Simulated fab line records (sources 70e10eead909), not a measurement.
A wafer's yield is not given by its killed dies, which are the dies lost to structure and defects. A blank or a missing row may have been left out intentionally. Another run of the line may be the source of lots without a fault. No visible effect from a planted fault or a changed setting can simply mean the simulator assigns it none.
fab line records | flow nandHarc | part 2 of 2: steps 25 to 33 of 33
[record] lots = 5 wafers = 15 lastDay = 31
route steps=1302 shown A_CONTACT@1021
lots with no fault: from the same line, run without faults
startH: hours from the record's first day to the start of the lot's first wafer shown | waitH: hours from the lot's prior step to this one | " as in the row above | L1.1+2: several wafers, shown together as one row | - value missing, or start not given | * or withheld: withheld | < > ~ a bound
route shown NAME@n: NAME is a module with steps in the file, n the number in the route of the first one | usual: mean/standard deviation of fault-free wafers | same: alike in all rows | chamber/n: place in a boat | sites: per-site readings | _std_site: the values' standard deviation | _edge_site: the outer-site mean with the inner-site mean subtracted | radiusMm: for every site, how far away it sits from the centre of the wafer | mask NAME#n: copy n | behind: tool/chamber where the wafer was last shaped | hold: what put the lot on hold/how long, in hours/how the hold closed | device: transistor that didn't switch, given as n, p or np | end of line: the route-end tests of the same wafers | a step with no rows: only its recipe | killed: dies that structure and defects cost at the first sort, which is not the same as the wafer's yield | map: dies across one wafer; x = killed, . = not, _ = none there
set.NAME: the setting as run; set.NAME@STEP: as run at that earlier step | model.NAME: the simulator's own value behind a step, which no gauge read
certain route steps with their lots: each step a table, each wafer a row
services: the hour from which a tool's chamber was out of use, counted from the record's first day as startH (under 0 if before that day), plus the number of hours and why
[[steps]]
[step NHARC_A_CONTACT_ETCH_77]
[recipe] targetDepthA = 1089 timeS = 54.5 cf4FlowSccm = 100 chf3FlowSccm = 30 arFlowSccm = 0 rfW = 500 biasW = 200 chemistry = CF4/CHF3
[usual] drypumpMotorCurrentA = 5.6/0.36 oesProductAu = 0.941/0.023 rfVppV = 371/3 showerheadPlenumPTorr = 1.59/0.087 throttleValvePct = 16.803/0.0094
// columns lot.wafer tool chamber startH waitH drypumpMotorCurrentA oesProductAu rfHoursCounterH rfVppV showerheadPlenumPTorr throttleValvePct
L078.3 rieDiel-05 0 - - 6.0 0.913 25 374 1.69 16.821
L078.1 " 1 " " 6.2 0.921 24 375 1.69 16.806
L078.5 " 0 " " 6.0 0.920 - 375 1.69 16.807
L081.3 rieDiel-04 0 - - 5.7 0.967 11 372 1.65 16.805
L081.1 " 1 " " 5.4 0.941 14 368 1.54 16.789
L081.6 " 3 " " 6.1 0.953 - 369 1.49 16.791
L089.1 rieDiel-05 3 - - 5.4 0.933 10 369 1.53 16.815
L089.4 " 1 " " 6.2 0.920 8 375 1.69 16.794
L089.2 " 2 " " 5.2 0.916 9 368 1.47 16.810
L092.2 rieDiel-05 3 - - 5.4 0.947 17 368 1.53 16.783
L092.4 " 0 " " 6.0 0.953 16 375 1.69 16.788
L092.1 " 1 " " 6.2 0.975 14 375 1.69 16.800
L094.3 rieDiel-13 0 - - 5.6 0.921 60 368 1.55 16.804
L094.1 " 1 " " 5.8 0.905 58 366 1.46 16.803
L094.5 " 3 " " 5.2 0.929 - 373 1.64 16.799
[step NHARC_A_CONTACT_ETCH_78]
[recipe] targetDepthA = 53000 overEtchFrac = 0.3 timeS = 1378 ionEnergyEv = 150 o2FlowSccm = 400 cosFlowSccm = 20 arFlowSccm = 0 rfW = 500 biasW = 300 chemistry = O2/COS
[usual] drypumpMotorCurrentA = 5.6/0.37 oesProductAu = 1.003/0.013 rfVppV = 314.5/2.6 showerheadPlenumPTorr = 3.15/0.17 throttleValvePct = 28.329/0.0094
// columns lot.wafer tool chamber startH waitH drypumpMotorCurrentA oesProductAu rfHoursCounterH rfVppV showerheadPlenumPTorr throttleValvePct
L078.3 rieDiel-05 0 - - 6.0 1.006 25 317.7 3.36 28.325
L078.1 " 2 " " 5.1 1.010 22 312.2 2.92 28.316
L078.5 " 0 " " 6.0 0.995 - 316.4 3.36 28.327
L081.3 rieDiel-04 2 - - 5.6 0.994 14 318.4 3.37 28.324
L081.1 " 3 " " 6.2 1.002 14 311.0 2.95 28.326
L081.6 " 2 " " 5.6 0.993 - 317.2 3.36 28.338
L089.2 rieDiel-05 2 - - 5.1 0.988 9 310.0 2.91 28.323
L089.1 " 0 " " 6.0 0.997 9 318.2 3.35 28.334
L089.4 " 1 " " 6.2 0.994 8 317.8 3.35 28.339
L092.2 rieDiel-05 1 - - 6.2 1.000 14 319.5 3.35 28.330
L092.4 " 2 " " 5.1 0.997 16 311.3 2.91 28.326
L092.1 " 3 " " 5.4 1.001 17 313.2 3.04 28.334
L094.3 rieDiel-13 3 - - 5.2 1.015 56 315.9 3.26 28.326
L094.1 " 1 " " 5.8 0.987 59 310.4 2.90 28.329
L094.5 " 3 " " 5.2 1.008 - 315.7 3.26 28.335
[step NHARC_A_CONTACT_ETCH_124]
[recipe] sourceW = withheld pressureMtorr = 20 biasV = withheld timeS = 140 targetDepthA = 7000 arFlowSccm = withheld c4f8FlowSccm = withheld o2FlowSccm = withheld chemistry = C4F8/O2/Ar
// columns lot.wafer tool chamber startH waitH rfHoursCounterH
L078.1 harCapEtch-03 1 542.15 - 52
L078.3 " 0 " " -
L078.5 " 1 " " -
L081.1 harCapEtch-01 1 591.03 - 13
L081.3 " 0 " " -
L081.6 " 1 " " -
L089.1 harCapEtch-01 0 641.85 - 24
L089.2 " 1 " " 24
L089.4 " 1 " " -
L092.2 harCapEtch-03 0 681.01 - 77
L092.1 " 1 " " 77
L092.4 " 1 " " -
L094.1 harCapEtch-01 1 696.05 - 34
L094.3 " 0 " " -
L094.5 " 0 " " -
[step NHARC_A_CONTACT_ETCH_125]
[recipe] sourceW = withheld pressureMtorr = 20 biasV = 3000 timeS = 197 targetDepthA = 19180 arFlowSccm = withheld c4f8FlowSccm = withheld o2FlowSccm = withheld chemistry = C4F8/O2/Ar
// columns lot.wafer tool chamber startH waitH rfHoursCounterH
L078.1 harCapEtch-03 1 542.35 0.2 52
L078.3 " 0 " " -
L078.5 " 1 " " -
L081.1 harCapEtch-01 1 591.23 0.2 14
L081.3 " 0 " " -
L081.6 " 1 " " -
L089.1 harCapEtch-01 0 642.11 0.2 24
L089.2 " 1 " " 24
L089.4 " 1 " " -
L092.2 harCapEtch-03 0 681.21 0.2 77
L092.1 " 1 " " 77
L092.4 " 1 " " -
L094.1 harCapEtch-01 1 696.25 0.2 34
L094.3 " 0 " " -
L094.5 " 0 " " -
[step NHARC_A_CONTACT_ETCH_126]
[recipe] sourceW = withheld pressureMtorr = 20 biasV = 3000 timeS = 197 targetDepthA = 19180 arFlowSccm = withheld c4f8FlowSccm = withheld o2FlowSccm = withheld chemistry = C4F8/O2/Ar
// columns lot.wafer tool chamber startH waitH rfHoursCounterH
L078.1 harCapEtch-03 1 542.53 0.1 53
L078.3 " 0 " " -
L078.5 " 1 " " -
L081.1 harCapEtch-01 1 591.41 0.1 14
L081.3 " 0 " " -
L081.6 " 1 " " -
L089.1 harCapEtch-01 0 642.35 0.2 25
L089.2 " 1 " " 25
L089.4 " 1 " " -
L092.2 harCapEtch-03 0 681.39 0.1 77
L092.1 " 1 " " 77
L092.4 " 1 " " -
L094.1 harCapEtch-01 1 696.43 0.1 34
L094.3 " 0 " " -
L094.5 " 0 " " -
[step NHARC_A_CONTACT_ETCH_127]
[recipe] sourceW = withheld pressureMtorr = 20 biasV = 3000 timeS = 197 targetDepthA = 19180 arFlowSccm = withheld c4f8FlowSccm = withheld o2FlowSccm = withheld chemistry = C4F8/O2/Ar
// columns lot.wafer tool chamber startH waitH rfHoursCounterH
L078.1 harCapEtch-03 1 542.71 0.1 53
L078.3 " 0 " " -
L078.5 " 1 " " -
L081.1 harCapEtch-01 1 591.59 0.1 14
L081.3 " 0 " " -
L081.6 " 1 " " -
L089.1 harCapEtch-01 0 642.59 0.2 25
L089.2 " 1 " " 25
L089.4 " 1 " " -
L092.2 harCapEtch-03 0 681.57 0.1 77
L092.1 " 1 " " 77
L092.4 " 1 " " -
L094.1 harCapEtch-01 1 696.60 0.1 34
L094.3 " 0 " " -
L094.5 " 0 " " -
[step NHARC_A_CONTACT_ETCH_128]
[recipe] sourceW = withheld pressureMtorr = 20 biasV = 3000 timeS = 197 targetDepthA = 19180 arFlowSccm = withheld c4f8FlowSccm = withheld o2FlowSccm = withheld chemistry = C4F8/O2/Ar
// columns lot.wafer tool chamber startH waitH rfHoursCounterH
L078.1 harCapEtch-03 1 542.89 0.1 53
L078.3 " 0 " " -
L078.5 " 1 " " -
L081.1 harCapEtch-01 1 591.77 0.1 14
L081.3 " 0 " " -
L081.6 " 1 " " -
L089.1 harCapEtch-01 0 642.83 0.2 25
L089.2 " 1 " " 25
L089.4 " 1 " " -
L092.2 harCapEtch-03 0 681.74 0.1 78
L092.1 " 1 " " 78
L092.4 " 1 " " -
L094.1 harCapEtch-01 1 696.77 0.1 34
L094.3 " 0 " " -
L094.5 " 0 " " -
[step NHARC_A_CONTACT_ETCH_129]
[recipe] sourceW = withheld pressureMtorr = 20 biasV = 3000 timeS = 197 targetDepthA = 19180 arFlowSccm = withheld c4f8FlowSccm = withheld o2FlowSccm = withheld chemistry = C4F8/O2/Ar
// columns lot.wafer tool chamber startH waitH rfHoursCounterH
L078.1 harCapEtch-03 1 543.06 0.1 53
L078.3 " 0 " " -
L078.5 " 1 " " -
L081.1 harCapEtch-01 1 591.94 0.1 14
L081.3 " 0 " " -
L081.6 " 1 " " -
L089.1 harCapEtch-01 0 643.06 0.2 25
L089.2 " 1 " " 25
L089.4 " 1 " " -
L092.2 harCapEtch-03 0 681.91 0.1 78
L092.1 " 1 " " 78
L092.4 " 1 " " -
L094.1 harCapEtch-01 1 696.95 0.1 35
L094.3 " 0 " " -
L094.5 " 0 " " -
[step NHARC_A_CONTACT_ETCH_130]
[recipe] sourceW = withheld pressureMtorr = 20 biasV = 3000 timeS = 197 targetDepthA = 19180 arFlowSccm = withheld c4f8FlowSccm = withheld o2FlowSccm = withheld chemistry = C4F8/O2/Ar
// columns lot.wafer tool chamber startH waitH rfHoursCounterH
L078.1 harCapEtch-03 1 543.24 0.1 53
L078.3 " 0 " " -
L078.5 " 1 " " -
L081.1 harCapEtch-01 1 592.12 0.1 14
L081.3 " 0 " " -
L081.6 " 1 " " -
L089.1 harCapEtch-01 0 643.30 0.2 25
L089.2 " 1 " " 25
L089.4 " 1 " " -
L092.2 harCapEtch-03 0 682.09 0.1 78
L092.1 " 1 " " 78
L092.4 " 1 " " -
L094.1 harCapEtch-01 1 697.13 0.1 35
L094.3 " 0 " " -
L094.5 " 0 " " -
[[services]]
// columns tool chamber startH hours kind
rieDiel-13 - 519.23 9.0 pm
arfiScanner-01 - 526.14 0.9 repair
rieDiel-05 3 527.51 9.3 repair
lithoTrack-06 - 529.00 7.0 pm
rieDiel-05 2 531.77 4.5 repair
rieDiel-04 - 534.14 9.0 pm
rieDiel-13 0 543.73 4.0 repair
rieDiel-05 2 551.06 3.3 repair
rieDiel-05 0 551.64 4.9 repair
aclDep-01 - 552.60 13.0 pm
lithoTrack-04 - 553.00 7.0 pm
arfiScanner-01 - 564.95 1.6 repair
pecvd-02 - 566.69 3.1 repair
rieDiel-05 - 584.45 9.0 pm
pecvd-02 - 589.14 13.0 pm
wetBench-02 - 596.00 8.0 pm
arfiScanner-01 - 602.25 4.0 pm
arfiScanner-01 - 616.37 0.9 repair
harCapEtch-01 - 619.20 0.5 repair
rieDiel-13 0 650.82 5.1 repair
rieDiel-04 0 672.65 1.5 repair
lithoTrack-01 - 680.00 7.0 pm
rieDiel-04 0 690.96 3.1 repair
rieDiel-13 - 696.23 9.0 pm
